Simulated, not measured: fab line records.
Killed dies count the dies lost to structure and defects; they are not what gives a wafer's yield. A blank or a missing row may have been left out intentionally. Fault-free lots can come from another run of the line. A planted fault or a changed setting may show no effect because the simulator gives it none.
Chamber matching ; flow n5Finfet ; N5_BEOL_M14_ETCH_59 on rieDiel-01 has 4 sister chambers
The step etches BARC in N2/H2, target depth 89 nm, overetch 26.7 nm, time 67.9 s. 4 wafers are shown with their chamber, then 7 later ones without.

EACH WAFER AND ITS CHAMBER
wafer;chamber;drypumpMotorCurrentA (A)
L089.1;3;5.4
L089.5;2;5.3
L088.1;1;5.6
L088.4;0;6.2

WAFERS WHOSE CHAMBER IS MISSING
wafer;drypumpMotorCurrentA (A)
L088.6;5.3
L092.1;6.2
L092.2;5.3
L092.4;5.7
L096.1;5.7
L096.4;5.4
L096.5;5.7

EACH ONE'S CHAMBER
wafer;from the rows above;in truth
L088.6;can't be placed: 2 or 3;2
L092.1;0;0
L092.2;can't be placed: 2 or 3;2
L092.4;1;1
L096.1;1;1
L096.4;can't be placed: 3 or 2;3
L096.5;1;1
Correct placement for 4 of the 7. From these rows, 3 cannot be placed; in 3 the true chamber is one of the candidates. Placed wrongly: 0.
How it was worked out, from the rows above alone: a wafer's distance from a chamber is the root of the sum, over the readings, of the square of ((its reading less the chamber's mean) divided by the reading's scatter). If the next closest chamber is less than 2 further off than the closest, the wafer can't be placed; otherwise it belongs to the closest. Each chamber's mean is taken over the wafers shown for it. The scatter (one wafer shown for each chamber): square how far every hidden wafer sits from the nearest shown wafer, average those squares and take the square root.
